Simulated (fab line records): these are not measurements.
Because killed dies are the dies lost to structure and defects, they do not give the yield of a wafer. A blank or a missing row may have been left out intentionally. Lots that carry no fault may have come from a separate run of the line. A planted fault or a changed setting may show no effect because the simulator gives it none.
fab line records	flow n5Finfet
record lots=11	wafers=33	lastDay=21
route steps=1938 shown DUMMY_GATE@257 SPACER0@260 SD_EPI_N@288 BEOL_M4@1111 PASSIVATION@1936
lots that met no fault: taken from a fault-free run of the same line
startH: hours from the record's first day to the start of the lot's first wafer shown	waitH: hours elapsed since this lot's preceding step	" as in the row above	L1.1+2: a row that stands for several wafers	- no value, or no start given	* or withheld: withheld	< > ~ a bound
route shown NAME@n: NAME is a module with steps in the file, n the number in the route of the first one	usual: mean/standard deviation of fault-free wafers	same: alike in all rows	chamber/n: place in a boat	sites: readings site by site	_std_site: how widely they spread, as a standard deviation	_edge_site: the outer-site mean with the inner-site mean subtracted	radiusMm: for every site, how far away it sits from the centre of the wafer	mask NAME#n: copy n	behind: the tool/chamber that last shaped the wafer	hold: the reason the lot was held/the length of the hold in hours/how it ended	device: names the non-switching transistor (n, p or np)	end of line: the same wafers' tests at the end of the route	a step given without rows: its recipe and nothing more	killed: dies that structure and defects cost at the first sort, which is not the same as the wafer's yield	map: the dies of a wafer, with x for killed, . for not killed, _ for no die there
set.NAME: the setting the step ran with; set.NAME@STEP: the setting that earlier step ran with	model.NAME: the simulator's own value behind a step, which no gauge read
one table for each step of the route and one row for each wafer, over a sample of lots
services: a tool's chamber out of use, with start hour (startH, from the record's first day; less than 0 if before it), hours out, and reason
## steps
# step N5_DUMMY_GATE_INSPECT_27
# recipe inspectInstrument=brightfield	mode=aei
# usual rawDefectCount=292/84
lot.wafer	tool	chamber	startH	waitH	rawDefectCount
L628.2	defectInspect-02	-	58.62	0.0	139
L628.5	"	-	"	"	254
L628.6	"	-	"	"	184
L630.1	defectInspect-02	-	70.90	0.0	261
L630.4	"	-	"	"	297
L630.6	"	-	"	"	315
L633.1	defectInspect-02	-	91.08	0.0	264
L633.2	"	-	"	"	258
L633.6	"	-	"	"	270
L638.3	defectInspect-02	-	124.85	0.0	238
L638.5	"	-	"	"	203
L638.6	"	-	"	"	223
L639.1	defectInspect-02	-	128.78	0.0	334
L639.2	"	-	"	"	401
L639.6	"	-	"	"	337
L640.1	defectInspect-01	-	131.46	0.0	267
L640.5	"	-	"	"	208
L640.6	"	-	"	"	239
L641.1	defectInspect-01	-	138.02	0.0	240
L641.2	"	-	"	"	277
L641.5	"	-	"	"	382
L644.3	defectInspect-01	-	154.65	0.0	343
L644.5	"	-	"	"	374
L644.6	"	-	"	"	329
L647.1	defectInspect-02	-	177.41	0.0	311
L647.3	"	-	"	"	276
L647.6	"	-	"	"	378
L648.1	defectInspect-01	-	179.54	0.0	326
L648.5	"	-	"	"	331
L648.6	"	-	"	"	415
L649.2	defectInspect-02	-	187.79	0.0	536
L649.3	"	-	"	"	383
L649.6	"	-	"	"	322
# step N5_SPACER0_ALD_08
# recipe material=SiNx	targetThkA=20	tempC=400	aldPrecursorFamily=SiH2I2	aldCoReactant=N2/H2-plasma	pressureTorr=2
# usual heaterPowerW=840/62
lot.wafer	tool	chamber	startH	waitH	heaterPowerW
L628.2	aldSin-04	0	59.06	0.1	756
L628.5	"	2	"	"	924
L628.6	"	3	"	"	800
L630.1	aldSin-03	3	73.38	0.1	909
L630.4	"	1	"	"	808
L630.6	"	2	"	"	863
L633.1	aldSin-04	0	95.09	0.1	768
L633.2	"	1	"	"	851
L633.6	"	2	"	"	938
L638.3	aldSin-02	3	125.30	0.1	725
L638.5	"	2	"	"	868
L638.6	"	3	"	"	723
L639.1	aldSin-04	3	129.22	0.1	844
L639.2	"	1	"	"	860
L639.6	"	3	"	"	775
L640.1	aldSin-02	2	132.26	0.1	849
L640.5	"	1	"	"	875
L640.6	"	0	"	"	895
L641.1	aldSin-04	1	138.47	0.1	845
L641.2	"	3	"	"	829
L641.5	"	2	"	"	929
L644.3	aldSin-03	2	155.10	0.1	900
L644.5	"	2	"	"	893
L644.6	"	1	"	"	821
L647.1	aldSin-04	3	179.03	0.1	803
L647.3	"	0	"	"	783
L647.6	"	2	"	"	924
L648.1	aldSin-04	1	180.00	0.1	850
L648.5	"	1	"	"	873
L648.6	"	0	"	"	777
L649.2	aldSin-04	1	188.33	0.1	854
L649.3	"	3	"	"	828
L649.6	"	0	"	"	777
# step N5_SPACER0_INSPECT_04
# recipe inspectInstrument=darkfield	mode=postDep
# usual rawDefectCount=138/35
lot.wafer	tool	chamber	startH	waitH	rawDefectCount
L628.2	defectInspect-01	-	59.22	0.1	105
L628.5	"	-	"	"	196
L628.6	"	-	"	"	175
L630.1	defectInspect-02	-	73.53	0.1	142
L630.4	"	-	"	"	144
L630.6	"	-	"	"	141
L633.1	defectInspect-01	-	95.25	0.1	135
L633.2	"	-	"	"	149
L633.6	"	-	"	"	137
L638.3	defectInspect-02	-	125.46	0.1	106
L638.5	"	-	"	"	129
L638.6	"	-	"	"	89
L639.1	defectInspect-01	-	129.38	0.1	169
L639.2	"	-	"	"	175
L639.6	"	-	"	"	168
L640.1	defectInspect-01	-	132.42	0.1	140
L640.5	"	-	"	"	90
L640.6	"	-	"	"	91
L641.1	defectInspect-01	-	138.62	0.1	76
L641.2	"	-	"	"	120
L641.5	"	-	"	"	155
L644.3	defectInspect-02	-	155.26	0.1	126
L644.5	"	-	"	"	166
L644.6	"	-	"	"	173
L647.1	defectInspect-02	-	179.19	0.1	149
L647.3	"	-	"	"	133
L647.6	"	-	"	"	175
L648.1	defectInspect-01	-	180.16	0.1	160
L648.5	"	-	"	"	144
L648.6	"	-	"	"	155
L649.2	defectInspect-01	-	188.49	0.1	245
L649.3	"	-	"	"	140
L649.6	"	-	"	"	152
# step N5_SD_EPI_N_EPI_21
# recipe material=Si:P	dopant=P	tempC=680	pressureTorr=255	timeS=690
# usual chamberPressureTorr=255.0/0.52	epiGrowthTimeS=690/0
lot.wafer	tool	chamber	startH	waitH	chamberPressureTorr	epiGrowthTimeS
L628.2	epiRpcvd-01	0	61.66	0.4	255.1	690
L628.5	"	0	"	"	255.1	690
L628.6	"	0	"	"	254.1	690
L630.1	epiRpcvd-01	0	75.63	0.1	255.4	690
L630.4	"	0	"	"	255.8	690
L630.6	"	0	"	"	255.7	690
L633.1	epiRpcvd-02	0	97.43	0.1	255.3	690
L633.2	"	0	"	"	255.0	690
L633.6	"	0	98.83	1.4	255.7	690
L638.3	epiRpcvd-02	-	128.17	0.7	-	-
L638.5	"	-	"	"	-	-
L638.6	"	-	"	"	-	-
L639.1	epiRpcvd-03	-	131.45	0.1	-	-
L639.2	"	-	"	"	-	-
L639.6	"	-	132.85	1.4	-	-
L640.1	epiRpcvd-01	-	134.83	0.1	-	-
L640.5	"	-	135.95	1.1	-	-
L640.6	"	-	"	"	-	-
L641.1	epiRpcvd-02	0	141.20	0.1	254.9	690
L641.2	"	0	"	"	254.5	690
L641.5	"	0	"	"	253.9	690
L644.3	epiRpcvd-01	0	158.61	0.9	255.0	690
L644.5	"	0	"	"	254.0	690
L644.6	"	0	"	"	254.0	690
L647.1	epiRpcvd-02	0	181.51	0.1	254.0	690
L647.3	"	0	"	"	254.4	690
L647.6	"	0	"	"	254.9	690
L648.1	epiRpcvd-03	0	182.72	0.1	254.8	690
L648.5	"	0	183.84	1.1	255.4	690
L648.6	"	0	"	"	255.8	690
L649.2	epiRpcvd-01	0	191.20	0.5	255.6	690
L649.3	"	0	"	"	255.6	690
L649.6	"	0	192.70	1.9	255.3	690
# step N5_BEOL_M4_RC_MEAS_101
# usual DIBL_N=37.7/2	DIBL_P=37.7/2.3	IOFF_N=0.18/0.039	IOFF_P=0.23/0.042	ION_N=681/12	ION_P=463/8	SS_N=71.9/0.68	SS_P=73.6/0.71	VT_N=248/3.2	VT_P=-249/3.1
lot.wafer	tool	chamber	startH	waitH	DIBL_N[mV/V]	DIBL_P[mV/V]	IOFF_N[nA/um]	IOFF_P[nA/um]	ION_N[uA/um]	ION_P[uA/um]	SS_N[mV/dec]	SS_P[mV/dec]	VT_N[mV]	VT_P[mV]
L628.2	prober-02	0	265.07	0.2	42.7	41.4	0.26	0.31	704	480	73.3	74.6	244	-245
L628.5	"	0	"	"	36.7	34.8	0.13	0.18	672	465	71.3	72.9	254	-254
L628.6	"	0	"	"	42.0	40.6	0.25	0.30	707	482	72.9	74.4	245	-247
L630.1	prober-01	0	278.27	0.0	36.2	35.5	0.13	0.16	658	441	72.6	73.6	254	-256
L630.4	"	0	"	"	37.5	38.0	0.16	0.20	679	457	72.2	72.6	251	-254
L630.6	"	0	"	"	41.2	40.8	0.24	0.24	677	452	72.4	74.0	245	-250
L633.1	prober-01	0	298.57	0.0	40.2	40.8	0.22	0.27	673	456	72.8	74.5	246	-248
L633.2	"	0	"	"	39.1	39.3	0.21	0.24	687	465	72.5	73.8	247	-248
L633.6	"	0	"	"	38.9	38.2	0.19	0.22	662	449	71.9	73.5	251	-251
L641.1	prober-01	0	344.88	0.0	40.9	40.7	0.22	0.30	692	477	72.4	74.6	244	-242
L641.2	"	0	"	"	37.4	36.3	0.16	0.22	676	468	71.1	73.8	248	-250
L641.5	"	0	"	"	37.9	36.6	0.16	0.22	679	471	71.7	73.2	250	-249
L644.3	prober-01	0	360.36	0.3	38.0	36.7	0.18	0.22	665	457	71.2	73.7	248	-250
L644.5	"	0	"	"	37.0	35.4	0.16	0.20	677	462	71.2	73.1	248	-249
L644.6	"	0	"	"	39.6	38.5	0.20	0.24	681	463	72.0	74.4	246	-251
L647.1	prober-02	0	385.87	0.0	38.5	36.9	0.20	0.21	681	464	72.8	73.6	247	-249
L647.3	"	0	"	"	35.3	35.0	0.15	0.19	682	464	71.3	73.6	248	-249
L647.6	"	0	"	"	36.5	36.6	0.15	0.20	671	457	71.7	73.2	251	-249
L648.1	prober-02	0	389.10	0.0	39.4	38.3	0.22	0.26	685	469	73.2	73.9	245	-247
L648.5	"	0	"	"	36.0	34.0	0.17	0.19	680	459	71.6	72.8	249	-251
L648.6	"	0	"	"	38.5	39.8	0.22	0.30	688	471	71.4	73.6	244	-246
L649.2	prober-02	0	402.43	0.2	36.5	36.5	0.16	0.26	662	460	71.5	73.6	250	-245
L649.3	"	0	"	"	33.3	31.9	0.12	0.17	680	463	70.8	73.0	248	-251
L649.6	"	0	"	"	36.9	37.3	0.19	0.26	686	475	72.2	74.0	248	-246
# step N5_PASSIVATION_PROBE_49
# usual defectLimitedYield=91.1/1.4	killed_at_M0_to_M3=34/9.6	killed_at_M4_up=15/5.3	killedAtContacts=12/6.1	killedAtFrontEnd=40/11	killedAtOther=3.5/2.8	killedDies=105/17	killedOnRim=14/4.3	killedOpen=70/12	killedShort=34/7.7	sort_bin_4_leakage=0.01/0.07	sort_bin_5_function=5.2/0.97	sort_bin_6_memory=3.4/0.62	sort_bin_8_speed=0.00/0.023	sortNPass=1075/17	sortYieldPct=91.1/1.4
# same grossDies=1180	killedAtBackSide=0
lot.wafer	tool	chamber	startH	waitH	defectLimitedYield[%]	killed_at_M0_to_M3	killed_at_M4_up	killedAtContacts	killedAtFrontEnd	killedAtOther	killedDies	killedOnRim	killedOpen	killedShort	sort_bin_4_leakage[%]	sort_bin_5_function[%]	sort_bin_6_memory[%]	sort_bin_8_speed[%]	sortNPass	sortYieldPct[%]
L628.2	prober-02	-	377.49	0.1	90.0	28	27	11	51	1	118	11	75	34	0.08	5.4	4.2	0	1061	89.9
L628.5	prober-02	-	377.64	0.2	91.4	41	14	12	31	3	101	12	56	40	0	5.1	2.9	0	1079	91.4
L628.6	prober-02	-	377.69	0.3	87.7	34	18	26	64	3	145	17	95	40	0	7.1	4.2	0	1035	87.7
L630.1	prober-02	-	391.38	0.0	91.2	33	19	14	31	7	104	15	75	29	0	5.3	3.3	0.08	1075	91.1
L630.4	prober-02	-	391.53	0.2	92.5	31	8	12	37	1	89	8	65	24	0	4.2	3.0	0	1091	92.5
L630.6	prober-02	-	391.63	0.3	92.2	38	8	4	38	4	92	10	63	29	0	4.1	3.6	0	1088	92.2
L633.1	prober-02	-	407.84	0.0	92.2	35	12	12	31	2	92	9	58	31	0	4.2	3.3	0	1088	92.2
L633.2	prober-02	-	407.89	0.1	91.8	39	18	11	27	2	97	9	63	32	0	5.6	2.4	0	1083	91.8
L633.6	prober-02	-	408.09	0.3	89.5	48	16	12	43	5	124	14	74	42	0	6.5	3.3	0	1056	89.5
L638.3	prober-01	-	433.54	0.1	0	32	21	21	1101	5	1180	152	74	34	0	96.5	3.3	0	0	0
L638.5	prober-01	-	433.64	0.2	0	45	13	13	1107	2	1180	152	75	34	0	96.2	3.5	0	0	0
L638.6	prober-01	-	433.69	0.3	0	32	20	21	1107	0	1180	152	62	27	0	96.8	3.1	0	0	0
L641.1	prober-01	-	450.39	0.0	87.7	47	17	17	61	3	145	17	94	49	0	8.0	4.1	0	1035	87.7
L641.2	prober-01	-	450.44	0.1	94.2	23	17	11	18	0	69	10	47	21	0	2.9	2.6	0	1111	94.2
L641.5	prober-01	-	450.59	0.2	90.8	33	21	10	44	0	108	15	73	33	0	5.4	3.4	0	1072	90.8
L639.1	prober-01	-	454.47	0.3	0	48	15	27	1090	0	1180	152	92	31	0	95.9	3.9	0	0	0
L639.2	prober-01	-	454.52	0.3	0	41	15	18	1106	0	1180	152	86	35	0	95.9	3.8	0	0	0
L639.6	prober-01	-	454.72	0.5	0	42	17	21	1097	3	1180	152	78	34	0	95.8	4.2	0	0	0
L644.3	prober-01	-	460.34	0.1	89.2	56	28	9	32	3	128	15	86	42	0	6.2	4.6	0	1052	89.2
L644.5	prober-01	-	460.44	0.2	87.5	48	24	22	48	6	148	24	106	42	0	6.9	5.0	0	1032	87.5
L644.6	prober-01	-	460.49	0.3	89.0	42	18	18	49	3	130	14	91	38	0	6.7	4.0	0	1050	89.0
L640.1	prober-02	-	462.14	0.0	0	32	19	4	1125	0	1180	152	64	40	0	96.4	3.2	0	0	0
L640.5	prober-02	-	462.34	0.2	0	49	30	8	1091	2	1180	152	117	40	0	95.3	4.5	0	0	0
L640.6	prober-02	-	462.39	0.3	0	34	25	6	1115	0	1180	152	71	26	0	97.2	2.5	0	0	0
L647.1	prober-01	-	500.48	0.0	90.9	25	22	13	40	7	107	16	71	36	0	5.6	3.2	0	1073	90.9
L647.3	prober-01	-	500.58	0.1	91.6	34	12	16	37	0	99	11	70	29	0	4.9	3.3	0	1081	91.6
L647.6	prober-01	-	500.73	0.3	90.6	18	17	24	48	4	111	16	74	37	0	4.3	4.7	0	1069	90.6
L648.1	prober-02	-	501.33	0.3	92.5	20	13	8	42	6	89	7	55	32	0	4.3	2.9	0	1091	92.5
L648.5	prober-02	-	501.53	0.5	90.8	46	8	6	43	5	108	11	62	45	0	4.9	3.6	0	1072	90.8
L648.6	prober-02	-	501.58	0.5	90.6	34	12	7	53	5	111	16	71	39	0	6.0	3.1	0	1069	90.6
L649.2	prober-01	-	510.11	0.1	93.0	30	10	9	30	4	83	13	53	27	0	3.8	2.8	0	1097	93.0
L649.3	prober-01	-	510.16	0.1	93.0	25	13	8	34	3	83	11	55	26	0	4.2	2.5	0	1097	93.0
L649.6	prober-01	-	510.31	0.3	93.2	22	13	8	25	12	80	18	54	25	0	3.7	2.7	0	1100	93.2
# killed by level:class
L628.2 STI_FIN_REVEAL:geometricParticle:open=22 BEOL_M4:geometricParticle:open=15 BEOL_M2:geometricParticle:open=8 MOL_CONTACT_COAG:geometricParticle:open=7 GATE_CUT:geometricParticle:short=6 BEOL_M0_SAQP:geometricParticle:open=6 STARTING-WAFER:geometricParticle:short=5 GATE_CUT:geometricParticle:open=4
L628.5 BEOL_M0_SAQP:geometricParticle:short=13 BEOL_M0_SAQP:geometricParticle:open=12 MOL_CONTACT_COAG:geometricParticle:open=8 FIN_SAQP:geometricParticle:short=7 BEOL_M4:geometricParticle:open=6 STI_FIN_REVEAL:geometricParticle:open=5 GATE_CUT:geometricParticle:short=5 FIN_SAQP:geometricParticle:open=4
L628.6 STI_FIN_REVEAL:geometricParticle:open=37 MOL_CONTACT_COAG:geometricParticle:open=13 MOL_CONTACT_COAG:geometricParticle:short=12 BEOL_M2:geometricParticle:open=9 BEOL_M0_SAQP:geometricParticle:open=8 BEOL_M4:geometricParticle:open=8 BEOL_M0_SAQP:geometricParticle:short=7 HKMG_FIN:areaEtch=7
L630.1 MOL_CONTACT_COAG:geometricParticle:open=12 BEOL_M1:geometricParticle:open=11 STI_FIN_REVEAL:geometricParticle:open=8 BEOL_M3:geometricParticle:short=8 BEOL_M4:geometricParticle:open=8 DUMMY_GATE:geometricParticle:open=7 BEOL_M0_SAQP:geometricParticle:short=4 MIM_TOP_ETCH:geometricParticle:open=4
L630.4 MOL_CONTACT_COAG:geometricParticle:open=10 STI_FIN_REVEAL:geometricParticle:open=9 FIN_SAQP:geometricParticle:open=6 BEOL_M1:geometricParticle:open=6 BEOL_M0_SAQP:geometricParticle:open=5 STI_FIN_REVEAL:geometricParticle:short=4 BEOL_M3:geometricParticle:short=4 STARTING-WAFER:geometricParticle:open=4
L630.6 STI_FIN_REVEAL:geometricParticle:open=11 BEOL_M1:geometricParticle:open=9 BEOL_M2:geometricParticle:open=6 BEOL_M0_SAQP:geometricParticle:open=6 BEOL_M4:geometricParticle:open=6 BEOL_M3:geometricParticle:open=5 FIN_SAQP:geometricParticle:short=4 FIN_SAQP:geometricParticle:open=4
L633.1 MOL_CONTACT_COAG:geometricParticle:open=8 BEOL_M0_SAQP:geometricParticle:short=7 BEOL_M2:geometricParticle:open=7 BEOL_M3:geometricParticle:open=6 GATE_CUT:geometricParticle:short=6 BEOL_M0_SAQP:geometricParticle:open=5 BEOL_M4:geometricParticle:open=5 FIN_SAQP:geometricParticle:open=4
L633.2 BEOL_M0_SAQP:geometricParticle:open=13 MOL_CONTACT_COAG:geometricParticle:open=10 BEOL_M4:geometricParticle:open=9 BEOL_M0_SAQP:geometricParticle:short=8 BEOL_M2:geometricParticle:open=6 DUMMY_GATE:geometricParticle:open=5 FIN_SAQP:geometricParticle:short=4 BEOL_M1:geometricParticle:open=4
L633.6 BEOL_M2:geometricParticle:open=12 FIN_SAQP:geometricParticle:short=11 BEOL_M1:geometricParticle:open=10 MOL_CONTACT_COAG:geometricParticle:open=9 BEOL_M0_SAQP:geometricParticle:open=9 BEOL_M0_SAQP:geometricParticle:short=7 HKMG_FIN:areaEtch=7 BEOL_M4:geometricParticle:open=6
L638.3 SD_EPI_N:areaEpi=1071 MOL_CONTACT_COAG:geometricParticle:open=15 STI_FIN_REVEAL:geometricParticle:open=14 BEOL_M4:geometricParticle:open=13 BEOL_M3:geometricParticle:open=11 BEOL_M0_SAQP:geometricParticle:short=7 GATE_CUT:geometricParticle:short=6 MOL_CONTACT_COAG:geometricParticle:short=6
L638.5 SD_EPI_N:areaEpi=1071 BEOL_M3:geometricParticle:open=18 BEOL_M2:geometricParticle:open=10 MOL_CONTACT_COAG:geometricParticle:open=9 GATE_CUT:geometricParticle:short=8 GATE_CUT:geometricParticle:open=6 BEOL_M0_SAQP:geometricParticle:open=6 BEOL_M4:geometricParticle:open=6
L638.6 SD_EPI_N:areaEpi=1091 MOL_CONTACT_COAG:geometricParticle:open=14 BEOL_M3:geometricParticle:open=12 BEOL_M4:geometricParticle:open=8 MOL_CONTACT_COAG:geometricParticle:short=7 BEOL_M2:geometricParticle:open=7 STI_FIN_REVEAL:geometricParticle:open=4 BEOL_M1:geometricParticle:open=4
L641.1 FIN_SAQP:geometricParticle:short=25 FIN_SAQP:geometricParticle:open=17 MOL_CONTACT_COAG:geometricParticle:open=14 BEOL_M1:geometricParticle:open=14 BEOL_M0_SAQP:geometricParticle:open=12 BEOL_M4:geometricParticle:open=9 BEOL_M0_SAQP:geometricParticle:short=6 BEOL_M2:geometricParticle:short=6
L641.2 BEOL_M4:geometricParticle:open=12 MOL_CONTACT_COAG:geometricParticle:open=9 BEOL_M2:geometricParticle:open=8 FIN_SAQP:geometricParticle:short=5 BEOL_M0_SAQP:geometricParticle:short=5 BEOL_M1:geometricParticle:open=4 STARTING-WAFER:geometricParticle:open=3 FIN_SAQP:geometricParticle:open=2
L641.5 FIN_SAQP:geometricParticle:open=12 MOL_CONTACT_COAG:geometricParticle:open=9 BEOL_M2:geometricParticle:open=9 FIN_SAQP:geometricParticle:short=8 DUMMY_GATE:geometricParticle:open=7 BEOL_M0_SAQP:geometricParticle:open=7 GATE_CUT:geometricParticle:short=6 BEOL_M4:geometricParticle:open=6
L639.1 SD_EPI_N:areaEpi=1057 MOL_CONTACT_COAG:geometricParticle:open=23 STI_FIN_REVEAL:geometricParticle:open=10 BEOL_M1:geometricParticle:open=10 BEOL_M0:geometricParticle:open=7 BEOL_M0_SAQP:geometricParticle:short=7 BEOL_M4:geometricParticle:open=7 BEOL_M3:geometricParticle:open=6
L639.2 SD_EPI_N:areaEpi=1059 MOL_CONTACT_COAG:geometricParticle:open=15 DUMMY_GATE:geometricParticle:open=12 BEOL_M4:geometricParticle:open=10 BEOL_M1:geometricParticle:open=8 BEOL_M0_SAQP:geometricParticle:open=8 BEOL_M3:geometricParticle:open=7 FIN_SAQP:geometricParticle:open=6
L639.6 SD_EPI_N:areaEpi=1068 MOL_CONTACT_COAG:geometricParticle:open=20 BEOL_M2:geometricParticle:open=13 FIN_SAQP:geometricParticle:short=9 BEOL_M1:geometricParticle:open=9 BEOL_M4:geometricParticle:open=7 BEOL_M0_SAQP:geometricParticle:short=5 BEOL_M3:geometricParticle:open=5
L644.3 STI_FIN_REVEAL:geometricParticle:open=13 BEOL_M0_SAQP:geometricParticle:short=13 BEOL_M4:geometricParticle:open=12 BEOL_M0_SAQP:geometricParticle:open=10 BEOL_M3:geometricParticle:open=10 BEOL_M1:geometricParticle:open=6 BEOL_M2:geometricParticle:open=6 BEOL_M4:geometricParticle:short=6
L644.5 MOL_CONTACT_COAG:geometricParticle:open=18 BEOL_M4:geometricParticle:open=14 FIN_SAQP:geometricParticle:open=10 BEOL_M1:geometricParticle:open=10 STI_FIN_REVEAL:geometricParticle:open=9 BEOL_M0_SAQP:geometricParticle:open=9 BEOL_M0_SAQP:geometricParticle:short=6 BEOL_M2:geometricParticle:open=6
L644.6 MOL_CONTACT_COAG:geometricParticle:open=16 STI_FIN_REVEAL:geometricParticle:open=11 BEOL_M2:geometricParticle:open=11 FIN_SAQP:geometricParticle:open=10 BEOL_M1:geometricParticle:open=10 BEOL_M4:geometricParticle:open=8 BEOL_M3:geometricParticle:open=7 FIN_SAQP:geometricParticle:short=6
L640.1 SD_EPI_N:areaEpi=1075 FIN_SAQP:geometricParticle:open=14 STI_FIN_REVEAL:geometricParticle:open=9 FIN_SAQP:geometricParticle:short=8 BEOL_M0_SAQP:geometricParticle:open=7 BEOL_M4:geometricParticle:open=7 STI_FIN_REVEAL:geometricParticle:short=5 BEOL_M2:geometricParticle:short=5
L640.5 SD_EPI_N:areaEpi=1022 STI_FIN_REVEAL:geometricParticle:open=31 BEOL_M3:geometricParticle:open=17 BEOL_M4:geometricParticle:open=16 FIN_SAQP:geometricParticle:open=11 STI_FIN_REVEAL:geometricParticle:short=10 BEOL_M1:geometricParticle:open=8 MOL_CONTACT_COAG:geometricParticle:open=7
L640.6 SD_EPI_N:areaEpi=1081 STI_FIN_REVEAL:geometricParticle:open=13 BEOL_M3:geometricParticle:open=11 BEOL_M4:geometricParticle:open=11 BEOL_M3:geometricParticle:short=6 FIN_SAQP:geometricParticle:short=5 MOL_CONTACT_COAG:geometricParticle:open=5 BEOL_M0_SAQP:geometricParticle:short=5
L647.1 BEOL_M4:geometricParticle:open=10 FIN_SAQP:geometricParticle:open=9 MOL_CONTACT_COAG:geometricParticle:open=9 BEOL_M3:geometricParticle:open=9 STI_FIN_REVEAL:geometricParticle:open=7 FIN_SAQP:geometricParticle:short=5 GATE_CUT:geometricParticle:short=4 MOL_CONTACT_COAG:geometricParticle:short=4
L647.3 MOL_CONTACT_COAG:geometricParticle:open=15 STI_FIN_REVEAL:geometricParticle:open=9 BEOL_M3:geometricParticle:open=9 BEOL_M1:geometricParticle:open=6 BEOL_M2:geometricParticle:open=6 ILD0:geometricParticle:short=5 GATE_CUT:geometricParticle:short=4 BEOL_M0_SAQP:geometricParticle:open=4
L647.6 MOL_CONTACT_COAG:geometricParticle:open=19 STI_FIN_REVEAL:geometricParticle:open=12 FIN_SAQP:geometricParticle:open=10 BEOL_M4:geometricParticle:open=5 GATE_CUT:geometricParticle:short=5 MOL_CONTACT_COAG:geometricParticle:short=5 STARTING-WAFER:geometricParticle:short=5 FIN_CUT:geometricParticle:open=4
L648.1 FIN_SAQP:geometricParticle:open=8 STI_FIN_REVEAL:geometricParticle:open=7 BEOL_M3:geometricParticle:open=6 MOL_CONTACT_COAG:geometricParticle:open=5 BEOL_M0_SAQP:geometricParticle:short=5 BEOL_M4:geometricParticle:open=5 FIN_SAQP:geometricParticle:short=4 SPACER0:geometricParticle:short=4
L648.5 BEOL_M0_SAQP:geometricParticle:short=10 BEOL_M2:geometricParticle:open=10 FIN_SAQP:geometricParticle:short=7 BEOL_M0_SAQP:geometricParticle:open=7 BEOL_M3:geometricParticle:open=7 FIN_SAQP:geometricParticle:open=5 SPACER0:geometricParticle:short=5 SPACER0:geometricParticle:open=5
L648.6 FIN_SAQP:geometricParticle:short=14 BEOL_M1:geometricParticle:open=9 BEOL_M2:geometricParticle:open=8 STI_FIN_REVEAL:geometricParticle:open=7 STARTING-WAFER:geometricParticle:open=7 MOL_CONTACT_COAG:geometricParticle:open=5 FIN_SAQP:geometricParticle:open=4 DUMMY_GATE:geometricParticle:open=4
L649.2 BEOL_M2:geometricParticle:open=12 MOL_CONTACT_COAG:geometricParticle:open=8 BEOL_M0_SAQP:geometricParticle:open=8 FIN_SAQP:geometricParticle:short=5 STI_FIN_REVEAL:geometricParticle:open=5 STARTING-WAFER:geometricParticle:short=5 FIN_SAQP:geometricParticle:open=4 GATE_CUT:geometricParticle:short=4
L649.3 BEOL_M2:geometricParticle:open=10 MOL_CONTACT_COAG:geometricParticle:open=8 FIN_SAQP:geometricParticle:open=6 FIN_SAQP:geometricParticle:short=6 STARTING-WAFER:geometricParticle:open=6 BEOL_M4:geometricParticle:open=5 BEOL_M0_SAQP:geometricParticle:open=4 DUMMY_GATE:geometricParticle:open=3
L649.6 STI_FIN_REVEAL:geometricParticle:open=7 MOL_CONTACT_COAG:geometricParticle:open=7 BEOL_M0_SAQP:geometricParticle:short=7 BEOL_M4:geometricParticle:open=7 BEOL_M2:geometricParticle:open=5 FIN_SAQP:geometricParticle:open=4 MIM_TOP:geometricParticle:open=4 PAD_METAL:geometricParticle:short=4
## services
tool	chamber	startH	hours	kind
aldSin-04	-	55.95	1.2	repair
epiRpcvd-03	-	67.26	0.3	repair
aldSin-02	-	85.25	14.0	pm
aldSin-02	0	85.25	14.0	ventCycle
aldSin-02	1	85.25	14.0	ventCycle
aldSin-02	2	85.25	14.0	ventCycle
aldSin-02	3	85.25	14.0	ventCycle
aldSin-02	0	99.25	-	clean
aldSin-02	1	99.25	-	clean
aldSin-02	2	99.25	-	clean
aldSin-02	3	99.25	-	clean
aldSin-02	1	111.91	-	calibration
aldSin-02	3	153.43	5.9	repair
aldSin-04	-	171.41	6.1	pm
aldSin-03	-	176.77	14.0	pm
aldSin-03	0	176.77	14.0	ventCycle
aldSin-03	1	176.77	14.0	ventCycle
aldSin-03	2	176.77	14.0	ventCycle
aldSin-03	3	176.77	14.0	ventCycle
epiRpcvd-02	-	189.61	2.8	pm
aldSin-03	0	190.77	-	clean
aldSin-03	1	190.77	-	clean
aldSin-03	2	190.77	-	clean
aldSin-03	3	190.77	-	clean
## key
firstSign step=N5_SD_EPI_N_EPI_21	reading=toolRecord	direction=missing
effect step=N5_PASSIVATION_PROBE_49	reading=killedAtFrontEnd	direction=up	sigmas=99	usual=40	struck=1104
moreKillsBornAt N5_SD_EPI_N_EPI_21@epiRpcvd-02=3233	N5_SD_EPI_N_EPI_21@epiRpcvd-03=3184	N5_SD_EPI_N_EPI_21@epiRpcvd-01=3178
metAt N5_SD_EPI_N_EPI_21
struckLots L638,L639,L640
laterRowsLeftOut L638.3,L638.5,L638.6,L639.1,L639.2,L639.6,L640.1,L640.5,L640.6
notActingAt N5_DUMMY_GATE_INSPECT_27,N5_SPACER0_ALD_08,N5_SPACER0_INSPECT_04
onsetBetween 97.43 128.17
fault kind=skippedStepWhole	tool=epiRpcvd-01,epiRpcvd-02,epiRpcvd-03	chamber=-	onsetH=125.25	steps=N5_SD_EPI_N_EPI_21	scope=struckLotsOnly
# laterRowsLeftOut: the simulator's readings of these wafers behind a module that went badly wrong aren't trusted and aren't shown, but for the sort
